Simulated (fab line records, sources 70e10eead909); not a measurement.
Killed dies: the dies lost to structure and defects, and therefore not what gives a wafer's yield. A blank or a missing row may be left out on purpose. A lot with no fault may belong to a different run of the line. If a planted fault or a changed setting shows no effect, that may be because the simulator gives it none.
Matching of chambers	flow nandHarc	cmp-01 running NHARC_P_M0_CMP_23: 4 sister chambers
The step polishes, t overpolish 20 s, target thk 117.54 nm. 4 wafers are shown with their chamber, then 12 later ones without.

WAFERS WITH THEIR CHAMBER
wafer	chamber	motorCurrentA (A)
L087.2	1	13.5
L088.1	3	11.1
L088.3	2	11.8
L088.4	0	12.0

WAFERS WITH NO CHAMBER GIVEN
wafer	motorCurrentA (A)
L089.1	12.0
L089.2	11.6
L089.3	12.4
L091.1	12.0
L091.3	13.8
L091.5	11.5
L093.1	11.5
L093.3	12.3
L093.5	12.3
L094.1	11.3
L094.4	11.6
L094.5	11.8

THE CHAMBER EACH PASSED THROUGH
wafer	from the rows above	in truth
L089.1	can't be placed: 0 or 2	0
L089.2	can't be placed: 2 or 0 or 3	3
L089.3	can't be placed: 0 or 2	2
L091.1	can't be placed: 0 or 2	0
L091.3	1	1
L091.5	can't be placed: 2 or 3 or 0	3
L093.1	can't be placed: 2 or 3 or 0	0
L093.3	can't be placed: 0 or 2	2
L093.5	can't be placed: 0 or 2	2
L094.1	can't be placed: 3 or 2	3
L094.4	can't be placed: 2 or 0 or 3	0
L094.5	can't be placed: 2 or 0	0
Correct placement for 1 of the 12. Not placeable from these rows: 11 (in 11, the candidates include the true chamber). Number placed wrongly: 0.
How it was worked out, from the rows above alone: a wafer's distance from a chamber is the root of the sum, over the readings, of the square of ((its reading less the chamber's mean) divided by the reading's scatter). If the next closest chamber is less than 2 further off than the closest, the wafer can't be placed; otherwise it belongs to the closest. Each chamber's mean is taken over the wafers shown for it. The scatter: with one shown wafer a chamber, the root of the mean of the squares of how far each hidden wafer lies from its nearest shown one.
